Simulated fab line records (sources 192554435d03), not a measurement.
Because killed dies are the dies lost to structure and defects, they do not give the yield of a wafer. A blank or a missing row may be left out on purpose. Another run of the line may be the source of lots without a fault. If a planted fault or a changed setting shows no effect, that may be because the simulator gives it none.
Which tool did it?	flow n5-finfet	72 wafers from 24 lots sampled at 6 of the route's 1938 steps

== WHAT THE GAUGES READ, wafer by wafer ==
N5_BEOL_M4_CD_MEAS_18: pitch 36 nm, target cd 18 nm. Usual: cd-nm at 18.02 nm, with a standard deviation of 0.29.
lot	measured	on	cd-nm (nm)	flag
L075	day 7 16:35	cd-sem-03	17.76 17.93 17.64	
L074	day 7 20:26	cd-sem-02	17.78 17.87 18.18	
L077	day 8 10:25	cd-sem-03	17.70 18.14 18.15	
L076	day 8 20:05	cd-sem-02	18.22 18.02 18.20	
L078	day 8 21:21	cd-sem-03	18.19 18.18 17.87	
L079	day 8 21:42	cd-sem-01	19.07 18.56 18.20	
L080	day 9 06:39	cd-sem-01	18.34 17.63 17.74	
L082	day 10 09:00	cd-sem-02	18.59 18.29 18.41	
L081	day 10 09:27	cd-sem-01	17.63 17.73 17.47	
L083	day 10 11:07	cd-sem-03	17.63 18.01 17.80	
L085	day 10 23:04	cd-sem-02	17.98 18.35 17.76	
L084	day 10 23:48	cd-sem-03	17.88 18.25 18.04	
L087	day 11 09:51	cd-sem-01	18.27 17.55 17.65	
L088	day 11 15:55	cd-sem-02	17.79 17.85 18.45	
L086	day 11 18:41	cd-sem-02	18.10 18.00 17.49	
L092	day 11 20:02	cd-sem-03	17.59 17.93 17.98	
L089	day 12 01:42	cd-sem-02	17.97 17.48 18.21	
L090	day 12 06:50	cd-sem-02	18.00 17.81 18.29	
L091	day 12 08:38	cd-sem-01	18.11 17.72 18.11	
L094	day 12 17:41	cd-sem-02	18.63 17.69 17.56	
L093	day 12 23:55	cd-sem-02	18.06 18.05 17.85	
L096	day 13 05:58	cd-sem-03	17.99 18.32 18.46	
L097	day 13 16:40	cd-sem-02	18.06 18.17 17.87	
L095	day 13 21:28	cd-sem-03	17.96 17.48 17.95	

== EACH LOT AND THE TOOL THAT RAN IT (in order: tool; ch and the chambers of the sampled wafers; start) ==
lot	N5_BEOL_M3_ANNEAL_49	N5_BEOL_M3_SPUTTER_79	N5_BEOL_M3_ANNEAL_89	N5_BEOL_M3_SPUTTER_90	N5_BEOL_M4_ETCH_63
L075	pvd-sputter-02, day 7 10:44	pvd-sputter-02, day 7 10:53	pvd-sputter-02, day 7 11:37	pvd-sputter-02, day 7 11:46	rie-diel-04 ch 2,3, day 7 16:12
L074	pvd-sputter-01, day 7 15:28	pvd-sputter-01, day 7 15:36	pvd-sputter-01, day 7 16:20	pvd-sputter-01, day 7 16:29	rie-diel-05 ch 0,3, day 7 20:02
L077	pvd-sputter-02, day 8 06:02	pvd-sputter-02, day 8 06:10	pvd-sputter-02, day 8 06:55	pvd-sputter-02, day 8 07:03	rie-diel-01 ch 0,2,3, day 8 10:02
L076	pvd-sputter-02, day 8 14:25	pvd-sputter-02, day 8 14:34	pvd-sputter-02, day 8 15:22	pvd-sputter-02, day 8 15:31	rie-diel-01 ch 0,1, day 8 19:38
L078	pvd-sputter-03, day 8 17:07	pvd-sputter-03, day 8 17:16	pvd-sputter-03, day 8 18:00	pvd-sputter-03, day 8 18:08	rie-diel-01 ch 2,3, day 8 20:58
L079	pvd-sputter-02, day 8 17:19	pvd-sputter-02, day 8 17:28	pvd-sputter-02, day 8 18:12	pvd-sputter-02, day 8 18:20	rie-diel-01 ch 0,2,3, day 8 21:19
L080	pvd-sputter-02, day 9 01:52	pvd-sputter-02, day 9 02:01	pvd-sputter-02, day 9 02:45	pvd-sputter-02, day 9 02:53	rie-diel-01 ch 1,2,3, day 9 06:16
L082	pvd-sputter-03, day 10 02:25	pvd-sputter-03, day 10 02:34	pvd-sputter-03, day 10 03:18	pvd-sputter-03, day 10 03:26	rie-diel-05 ch 0,3, day 10 08:37
L081	pvd-sputter-02, day 10 05:30	pvd-sputter-02, day 10 05:38	pvd-sputter-02, day 10 06:23	pvd-sputter-02, day 10 06:31	rie-diel-04 ch 0,1,3, day 10 09:04
L083	pvd-sputter-03, day 10 07:11	pvd-sputter-03, day 10 07:19	pvd-sputter-03, day 10 08:04	pvd-sputter-03, day 10 08:12	rie-diel-05 ch 0,1,2, day 10 10:44
L085	pvd-sputter-02, day 10 17:58	pvd-sputter-02, day 10 18:07	pvd-sputter-02, day 10 18:51	pvd-sputter-02, day 10 18:59	rie-diel-05 ch 0,1,2, day 10 22:37
L084	pvd-sputter-03, day 10 18:16	pvd-sputter-03, day 10 18:25	pvd-sputter-03, day 10 19:09	pvd-sputter-03, day 10 19:17	rie-diel-04 ch 0,1, day 10 23:25
L087	pvd-sputter-02, day 11 00:12	pvd-sputter-02, day 11 00:20	pvd-sputter-02, day 11 01:05	pvd-sputter-02, day 11 01:13	rie-diel-01 ch 1,3, day 11 09:28
L088	pvd-sputter-03, day 11 11:31	pvd-sputter-03, day 11 11:40	pvd-sputter-03, day 11 12:24	pvd-sputter-03, day 11 12:32	rie-diel-01 ch 1,3, day 11 15:32
L086	pvd-sputter-02, day 11 12:25	pvd-sputter-02, day 11 12:34	pvd-sputter-02, day 11 13:18	pvd-sputter-02, day 11 13:26	rie-diel-01 ch 0,3, day 11 18:15
L092	pvd-sputter-02, day 11 15:37	pvd-sputter-02, day 11 15:46	pvd-sputter-02, day 11 16:30	pvd-sputter-02, day 11 16:38	rie-diel-01 ch 1,3, day 11 19:39
L089	pvd-sputter-01, day 11 21:45	pvd-sputter-01, day 11 21:53	pvd-sputter-01, day 11 22:38	pvd-sputter-01, day 11 22:46	rie-diel-05 ch 0,1,2, day 12 01:19
L090	pvd-sputter-03, day 12 00:22	pvd-sputter-03, day 12 00:31	pvd-sputter-03, day 12 01:15	pvd-sputter-03, day 12 01:23	rie-diel-05 ch 0,1,3, day 12 06:27
L091	pvd-sputter-01, day 12 03:40	pvd-sputter-01, day 12 03:48	pvd-sputter-01, day 12 04:32	pvd-sputter-01, day 12 04:41	rie-diel-04 ch 1,2,3, day 12 08:10
L094	pvd-sputter-01, day 12 11:02	pvd-sputter-01, day 12 11:11	pvd-sputter-01, day 12 11:55	pvd-sputter-01, day 12 12:04	rie-diel-04 ch 1,2,3, day 12 17:19
L093	pvd-sputter-02, day 12 19:20	pvd-sputter-02, day 12 19:28	pvd-sputter-02, day 12 20:13	pvd-sputter-02, day 12 20:21	rie-diel-04 ch 1,2,3, day 12 23:31
L096	pvd-sputter-02, day 12 23:55	pvd-sputter-02, day 13 00:03	pvd-sputter-02, day 13 00:47	pvd-sputter-02, day 13 00:56	rie-diel-05 ch 2,3, day 13 05:34
L097	pvd-sputter-03, day 13 12:25	pvd-sputter-03, day 13 12:33	pvd-sputter-03, day 13 13:17	pvd-sputter-03, day 13 13:26	rie-diel-04 ch 0,3, day 13 16:17
L095	pvd-sputter-03, day 13 15:57	pvd-sputter-03, day 13 16:05	pvd-sputter-03, day 13 16:50	pvd-sputter-03, day 13 16:58	rie-diel-04 ch 1,2,3, day 13 21:04
- N5_BEOL_M3_ANNEAL_49: time 240 s.
- N5_BEOL_M3_SPUTTER_79: material Cu, target thk 4.5 nm, time 8.29 s.
- N5_BEOL_M3_ANNEAL_89: time 240 s.
- N5_BEOL_M3_SPUTTER_90: material Cu, target thk 4.5 nm, time 8.29 s.
- N5_BEOL_M4_ETCH_63: etches SiARC in CF4, target depth 15.6 nm, time 26 s.

== WHAT THE TOOLS THEMSELVES READ (means of the sampled wafers that have a number; where no wafer has one, the mark that the record gives instead) ==
N5_BEOL_M3_ANNEAL_49. Usual: heater-power-w at 804 W, with a standard deviation of 49.
lot	tool	heater-power-w (W)	flag
L075	pvd-sputter-02	844	
L074	pvd-sputter-01	794	
L077	pvd-sputter-02	781	
L076	pvd-sputter-02	792	
L078	pvd-sputter-03	814	
L079	pvd-sputter-02	756	
L080	pvd-sputter-02	826	
L082	pvd-sputter-03	788	
L081	pvd-sputter-02	778	
L083	pvd-sputter-03	779	
L085	pvd-sputter-02	785	
L084	pvd-sputter-03	821	
L087	pvd-sputter-02	827	
L088	pvd-sputter-03	806	
L086	pvd-sputter-02	766	
L092	pvd-sputter-02	803	
L089	pvd-sputter-01	835	
L090	pvd-sputter-03	783	
L091	pvd-sputter-01	835	
L094	pvd-sputter-01	821	
L093	pvd-sputter-02	838	
L096	pvd-sputter-02	836	
L097	pvd-sputter-03	787	
L095	pvd-sputter-03	803	

N5_BEOL_M3_SPUTTER_79. Usual: substrate-temp-c -20.02 C, standard deviation 0.1; throttle-valve-pct 29.9 %, standard deviation 0.82.
lot	tool	substrate-temp-c (C)	throttle-valve-pct (%)	flag
L075	pvd-sputter-02	-20.07	29.2	
L074	pvd-sputter-01	-20.11	30.4	
L077	pvd-sputter-02	-20.03	30.0	
L076	pvd-sputter-02	-19.92	29.5	
L078	pvd-sputter-03	-20.05	30.2	
L079	pvd-sputter-02	-20.02	30.0	
L080	pvd-sputter-02	-20.07	30.0	
L082	pvd-sputter-03	-19.97	29.7	
L081	pvd-sputter-02	-20.03	30.3	
L083	pvd-sputter-03	-20.08	29.7	
L085	pvd-sputter-02	-20.10	30.3	
L084	pvd-sputter-03	-20.01	30.2	
L087	pvd-sputter-02	-19.99	29.7	
L088	pvd-sputter-03	-20.10	29.6	
L086	pvd-sputter-02	-20.05	29.8	
L092	pvd-sputter-02	-20.05	29.5	
L089	pvd-sputter-01	-20.03	30.7	
L090	pvd-sputter-03	-20.10	29.8	
L091	pvd-sputter-01	-20.00	30.7	
L094	pvd-sputter-01	-19.93	30.7	
L093	pvd-sputter-02	-20.01	29.0	
L096	pvd-sputter-02	-20.05	30.0	
L097	pvd-sputter-03	-19.94	29.7	
L095	pvd-sputter-03	-19.97	30.2	

N5_BEOL_M3_ANNEAL_89. Usual: heater-power-w at 804 W, with a standard deviation of 51.
lot	tool	heater-power-w (W)	flag
L075	pvd-sputter-02	837	
L074	pvd-sputter-01	807	
L077	pvd-sputter-02	777	
L076	pvd-sputter-02	804	
L078	pvd-sputter-03	807	
L079	pvd-sputter-02	756	
L080	pvd-sputter-02	830	
L082	pvd-sputter-03	792	
L081	pvd-sputter-02	783	
L083	pvd-sputter-03	779	
L085	pvd-sputter-02	778	
L084	pvd-sputter-03	837	
L087	pvd-sputter-02	832	
L088	pvd-sputter-03	794	
L086	pvd-sputter-02	783	
L092	pvd-sputter-02	800	
L089	pvd-sputter-01	837	
L090	pvd-sputter-03	783	
L091	pvd-sputter-01	833	
L094	pvd-sputter-01	827	
L093	pvd-sputter-02	839	
L096	pvd-sputter-02	824	
L097	pvd-sputter-03	812	
L095	pvd-sputter-03	811	

N5_BEOL_M3_SPUTTER_90. Usual: substrate-temp-c -20.00 C, standard deviation 0.097; throttle-valve-pct 29.9 %, standard deviation 0.82.
lot	tool	substrate-temp-c (C)	throttle-valve-pct (%)	flag
L075	pvd-sputter-02	-20.08	29.2	
L074	pvd-sputter-01	-20.03	30.6	
L077	pvd-sputter-02	-19.91	29.8	
L076	pvd-sputter-02	-20.05	29.5	
L078	pvd-sputter-03	-20.01	30.2	
L079	pvd-sputter-02	-19.92	30.2	
L080	pvd-sputter-02	-20.12	29.9	
L082	pvd-sputter-03	-19.99	29.6	
L081	pvd-sputter-02	-20.02	30.4	
L083	pvd-sputter-03	-20.03	29.8	
L085	pvd-sputter-02	-20.06	30.4	
L084	pvd-sputter-03	-20.03	30.0	
L087	pvd-sputter-02	-20.00	29.7	
L088	pvd-sputter-03	-19.93	29.6	
L086	pvd-sputter-02	-19.99	29.7	
L092	pvd-sputter-02	-20.13	29.7	
L089	pvd-sputter-01	-19.98	30.7	
L090	pvd-sputter-03	-19.95	29.7	
L091	pvd-sputter-01	-19.94	30.7	
L094	pvd-sputter-01	-19.96	30.5	
L093	pvd-sputter-02	-19.94	28.8	
L096	pvd-sputter-02	-20.00	30.1	
L097	pvd-sputter-03	-20.06	29.6	
L095	pvd-sputter-03	-19.85	30.2	

N5_BEOL_M4_ETCH_63. Usual: drypump-motor-current-A is 5.7 A with standard deviation 0.48, etch-rf-on-time-s is 25.9 s with standard deviation 0.37, mfc-ar-sccm is 99.99 sccm with standard deviation 0.28, oes-product-au is 0.66 a.u. with standard deviation 0.063, rf-vpp-V is 183.8 V with standard deviation 1.1, showerhead-plenum-p-Torr is 2.13 Torr with standard deviation 0.073, and throttle-valve-pct is 15.68 % with standard deviation 0.23.
lot	tool	drypump-motor-current-A (A)	etch-rf-on-time-s (s)	mfc-ar-sccm (sccm)	oes-product-au (a.u.)	rf-vpp-V (V)	showerhead-plenum-p-Torr (Torr)	throttle-valve-pct (%)	flag
L075	rie-diel-04	6.4	26.4	99.85	0.68	184.8	2.24	15.55	
L074	rie-diel-05	5.1	26.1	100.05	0.62	184.5	2.15	16.00	
L077	rie-diel-01	5.5	25.6	100.21	0.63	184.0	2.13	15.79	
L076	rie-diel-01	5.6	26.0	99.97	0.66	182.8	2.07	15.71	
L078	rie-diel-01	5.4	25.9	99.85	0.60	185.2	2.17	15.78	
L079	rie-diel-01	5.6	26.0	100.15	0.62	183.7	2.13	15.81	
L080	rie-diel-01	5.7	26.0	100.08	0.61	183.3	2.12	15.77	
L082	rie-diel-05	5.4	26.3	100.14	0.60	184.1	2.10	16.02	
L081	rie-diel-04	6.1	25.7	99.90	0.68	183.8	2.13	15.49	
L083	rie-diel-05	5.3	26.2	99.93	0.64	184.8	2.19	15.84	
L085	rie-diel-05	5.3	26.6	99.87	0.63	184.5	2.19	15.85	
L084	rie-diel-04	5.7	25.9	100.05	0.65	183.5	2.07	15.54	
L087	rie-diel-01	5.4	25.7	100.11	0.74	184.1	2.15	15.36	
L088	rie-diel-01	5.3	25.7	100.11	0.72	183.6	2.14	15.38	
L086	rie-diel-01	5.4	25.5	99.82	0.70	183.0	2.11	15.62	
L092	rie-diel-01	5.6	25.9	99.90	0.66	183.3	2.09	15.53	
L089	rie-diel-05	5.3	26.0	99.97	0.63	184.5	2.18	15.88	
L090	rie-diel-05	5.2	26.2	99.96	0.62	184.3	2.13	15.92	
L091	rie-diel-04	6.1	25.9	100.26	0.72	183.9	2.16	15.49	
L094	rie-diel-04	6.1	25.6	100.24	0.72	183.5	2.16	15.50	
L093	rie-diel-04	6.1	25.8	99.89	0.72	183.5	2.16	15.51	
L096	rie-diel-05	5.8	26.5	99.97	0.59	183.4	2.09	16.03	
L097	rie-diel-04	6.4	25.5	99.86	0.68	184.9	2.18	15.51	
L095	rie-diel-04	6.1	25.9	100.03	0.71	184.1	2.16	15.52	

== THE ANSWER, worked out from the rows above alone ==
Rule: a lot is off if the mean of its wafers that have a number lies more than 3 standard deviations from the usual mean. Also off: a lot with no number at a reading for which 4 or more lots have one. Any other lot the step has rows for is counted as sound. After the gauges, taken in route order, come the tools' own readings; for these a lot's mean is taken, as printed above. At the first step where some lot is off, the reading lying furthest off is the one used; lots without a number count as furthest.
Across all readings shown, no lot is off: no conclusion can be drawn from this.

== WHAT WAS PUT IN BY THE SIMULATOR ==
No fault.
